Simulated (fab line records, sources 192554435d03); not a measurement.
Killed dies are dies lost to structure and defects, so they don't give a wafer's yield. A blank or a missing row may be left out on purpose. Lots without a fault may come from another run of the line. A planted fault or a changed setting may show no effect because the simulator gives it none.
Chamber matching | flow n5_finfet | N5_BEOL_M3_STRIP_36 on rie_diel-02: 4 sister chambers
The step strips in N2/H2. 4 wafers are shown with their chamber, then 10 later ones without.

WAFERS WITH THEIR CHAMBER
wafer  | chamber | drypump_motor_current_A (A)
L078.6 | 3       | 5.5
L082.6 | 2       | 5.0
L090.1 | 1       | 5.6
L090.3 | 0       | 5.2

WAFERS WITHOUT THEIR CHAMBER
wafer  | drypump_motor_current_A (A)
L090.5 | 5.5
L092.1 | 5.2
L092.2 | 5.5
L092.5 | 5.6
L095.1 | 5.7
L095.3 | 5.2
L095.4 | 5.0
L096.1 | 5.2
L096.2 | 5.6
L096.3 | 5.5

WHICH CHAMBER EACH WENT THROUGH
wafer  | from the rows above | in truth
L090.5 | 3                   | 3
L092.1 | 0                   | 0
L092.2 | 3                   | 3
L092.5 | 1                   | 1
L095.1 | 1                   | 1
L095.3 | 0                   | 0
L095.4 | 2                   | 2
L096.1 | 0                   | 0
L096.2 | 1                   | 1
L096.3 | 3                   | 3
Placed correctly: 10 of 10. Can't be placed from these rows: 0. Placed wrongly: 0.
How it was worked out, from the rows above alone: a wafer's distance from a chamber is the root of the sum, over the readings, of the square of ((its reading less the chamber's mean) divided by the reading's scatter). The wafer belongs to the nearest chamber; if the next one is less than 2 further off, it can't be placed. A chamber's mean is the mean of its shown wafers. The scatter: with one shown wafer a chamber, the root of the mean of the squares of how far each hidden wafer lies from its nearest shown one.
